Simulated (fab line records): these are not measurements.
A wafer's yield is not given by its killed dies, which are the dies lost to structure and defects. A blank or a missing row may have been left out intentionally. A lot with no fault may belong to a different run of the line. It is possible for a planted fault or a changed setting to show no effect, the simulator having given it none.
Chamber matching / flow n5_finfet / rie_diel-04 running N5_SDB_DESCUM_16: 4 sister chambers
The step chemistry O2, time 7.9 s. 8 wafers are shown with their chamber, then 8 later ones without.

== WAFERS PAIRED WITH THEIR CHAMBERS ==
wafer=L081.4; chamber=0; drypump_motor_current_A (A)=4.7; showerhead_plenum_p_Torr (Torr)=2.11
wafer=L081.6; chamber=2; drypump_motor_current_A (A)=5.8; showerhead_plenum_p_Torr (Torr)=2.13
wafer=L082.1; chamber=3; drypump_motor_current_A (A)=5.8; showerhead_plenum_p_Torr (Torr)=2.01
wafer=L082.2; chamber=0; drypump_motor_current_A (A)=4.7; showerhead_plenum_p_Torr (Torr)=2.11
wafer=L085.3; chamber=2; drypump_motor_current_A (A)=5.8; showerhead_plenum_p_Torr (Torr)=2.13
wafer=L085.4; chamber=1; drypump_motor_current_A (A)=5.9; showerhead_plenum_p_Torr (Torr)=2.17
wafer=L085.5; chamber=3; drypump_motor_current_A (A)=5.7; showerhead_plenum_p_Torr (Torr)=2.01
wafer=L087.1; chamber=1; drypump_motor_current_A (A)=5.9; showerhead_plenum_p_Torr (Torr)=2.16

== WAFERS WITHOUT THEIR CHAMBER ==
wafer=L087.2; drypump_motor_current_A (A)=4.7; showerhead_plenum_p_Torr (Torr)=2.11
wafer=L087.3; drypump_motor_current_A (A)=5.8; showerhead_plenum_p_Torr (Torr)=2.00
wafer=L087.4; drypump_motor_current_A (A)=4.8; showerhead_plenum_p_Torr (Torr)=2.11
wafer=L087.5; drypump_motor_current_A (A)=5.9; showerhead_plenum_p_Torr (Torr)=2.16
wafer=L087.6; drypump_motor_current_A (A)=5.8; showerhead_plenum_p_Torr (Torr)=2.00
wafer=L094.2; drypump_motor_current_A (A)=5.9; showerhead_plenum_p_Torr (Torr)=2.16
wafer=L094.3; drypump_motor_current_A (A)=5.8; showerhead_plenum_p_Torr (Torr)=2.12
wafer=L094.6; drypump_motor_current_A (A)=5.7; showerhead_plenum_p_Torr (Torr)=2.00

== WHICH CHAMBER EACH WENT THROUGH ==
wafer=L087.2; from the rows above=0; in truth=0
wafer=L087.3; from the rows above=3; in truth=3
wafer=L087.4; from the rows above=0; in truth=0
wafer=L087.5; from the rows above=1; in truth=1
wafer=L087.6; from the rows above=3; in truth=3
wafer=L094.2; from the rows above=1; in truth=1
wafer=L094.3; from the rows above=2; in truth=2
wafer=L094.6; from the rows above=3; in truth=3
Placed correctly: 8 of 8. Not placeable from these rows: 0. Placed wrongly: 0.
How it was worked out, from the rows above alone: a wafer's distance from a chamber is the root of the sum, over the readings, of the square of ((its reading less the chamber's mean) divided by the reading's scatter). The wafer belongs to the nearest chamber; if the next one is less than 2 further off, it can't be placed. Each chamber's mean is taken over the wafers shown for it. The scatter: take each reading less its chamber's mean, square it, sum over the shown wafers, divide by the number of wafers less the number of chambers, and take the root.
